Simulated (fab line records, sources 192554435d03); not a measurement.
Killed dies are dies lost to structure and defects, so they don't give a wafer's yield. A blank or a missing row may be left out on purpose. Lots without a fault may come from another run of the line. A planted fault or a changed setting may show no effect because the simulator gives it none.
A struck lot beside a sound one | flow n5_finfet | 17 steps out of a route of 1938
Sound: wafers L738.2, L738.4, L738.6. Struck: wafers L747.4, L747.5, L747.6. The cause comes at the end.
At each step with rows: each side's tool, then ch and its chambers, then its first start. Under that, the readings that differ: sound wafers | struck wafers | difference of the means | sigmas: that difference in standard deviations of wafers without a fault.
alike: readings whose means differ by less than 2 such deviations, and words and numbers that are the same on both sides. not compared: withheld readings, readings that some wafer has no value for, bounds like >300 that may hide the same value, and numbers for which the record gives no deviation and whose values overlap.
The two part at a step that has a row with sigmas, a row that says differs or no value, or rows on one side only. Numbers that don't overlap but have no deviation are shown without sigmas and don't part them. A reading that every wafer of one side lacks parts them only if that side has two wafers or more.

first, 11 steps without rows for these wafers: N5_BEOL_M3_DESCUM_33 (chemistry O2, time 7 s); N5_BEOL_M3_ETCH_77 (etches underlayer in N2/H2, target depth 6.5 nm, time 5.2 s); N5_BEOL_M3_ETCH_69 (etches SiARC in CF4, target depth 15.6 nm, time 26 s); N5_BEOL_M3_ALD_98 (deposits SiO2, target thk 2.5 nm, pulse time 1 s, co reactant pulse time 1 s); N5_BEOL_M3_ETCHBACK_99 (etches SiO2 in CHF3, target depth 5 nm, time 10.4 s); N5_BEOL_M3_ETCH_70 (etches SOC in N2/H2, target depth 80 nm, overetch 16 nm, time 120 s); N5_BEOL_M3_STRIP_71 (strips in N2/H2); N5_BEOL_M3_STRIP_78 (strips in N2/H2); N5_BEOL_M3_VIA_ETCH_34 (etches the open film in C4F6/O2, target depth 69.4 nm, time 65.9 s); N5_BEOL_M3_STRIP_83 (strips in C4F6/O2); N5_BEOL_M3_STRIP_36 (strips in N2/H2).
N5_BEOL_M3_TRENCH_ETCH_37: etches SiOC in C4F6/O2, target depth 55.555 nm, time 29.2 s.
  sound on rie_diel-04 ch 1,2, day 9 16:52; struck on rie_diel-04 ch 0,2,3, day 12 02:48
  reading                             | sound             | struck            | difference | sigmas
  rf_fwd_power_W (W)                  | 349.4 352.0 349.8 | 137.7 135.4 139.0 | -213.0     | -99 or more
  rf_vpp_V (V)                        | 687 670 687       | 795 771 805       | +109       | +8
  model.BEOL_M3.feature_depth_nm (nm) | 55 56.4 54.4      | 38.8 39.6 40.2    | -15.7      |
  model.etch.depth_nm (nm)            | 55.1 56.41 54.48  | 38.86 39.55 40.15 | -15.81     |
  alike: chamber_pressure_mTorr, drypump_motor_current_A, mfc_ar_sccm, oes_product_au, showerhead_plenum_p_Torr, throttle_valve_pct
  not compared: rf_hours_counter_h, model.TiN_of_BEOL_M3_HM_DEP_02.thk_nm
then, 2 steps without rows for these wafers: N5_BEOL_M3_ETCH_41 (etches SiCN in CH3F/O2, target depth 29.9 nm, time 52.5 s); N5_BEOL_M3_STRIP_97 (strips in N2/H2, time 10 s).
N5_BEOL_M3_OCD_MEAS_38:
  sound on ocd-02, day 9 17:01; struck on ocd-02, day 12 02:57
  reading              | sound          | struck         | difference | sigmas
  trench_depth_nm (nm) | 55.2 56.7 54.2 | 38.9 39.2 40.9 | -15.7      | -16
then, 1 step without rows for these wafers: N5_BEOL_M3_HM_STRIP_39 (strips TiN in peroxide tin strip, target depth 25 nm, time 158 s).
N5_BEOL_M4_RC_MEAS_101:
  sound on prober-01 ch 0, day 10 11:53; struck on prober-01 ch 0, day 12 21:39
  reading        | sound                | struck               | difference | sigmas
  DIBL_N (mV/V)  | 37.2 40.0 37.9       | 34.1 35.9 33.2       | -4.0       | -2
  IOFF_N (nA/um) | 0.164 0.235 0.178    | 0.123 0.153 0.113    | -0.063     | -2
  IOFF_P (nA/um) | 0.22 0.28 0.22       | 0.16 0.19 0.15       | -0.07      | -2
  VT_P (mV)      | -249.2 -246.3 -248.8 | -256.1 -254.5 -258.0 | -8.1       | -3
  alike: DIBL_P, ION_N, ION_P, SS_N, SS_P, VT_N

WHERE THEY PART
First at N5_BEOL_M3_TRENCH_ETCH_37; last, within this record, at N5_BEOL_M4_RC_MEAS_101.

WHY: what the simulator had put in
Process parameter drift: rie_diel-04, from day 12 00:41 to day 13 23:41, at N5_BEOL_M3_TRENCH_ETCH_37. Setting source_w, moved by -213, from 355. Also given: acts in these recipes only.
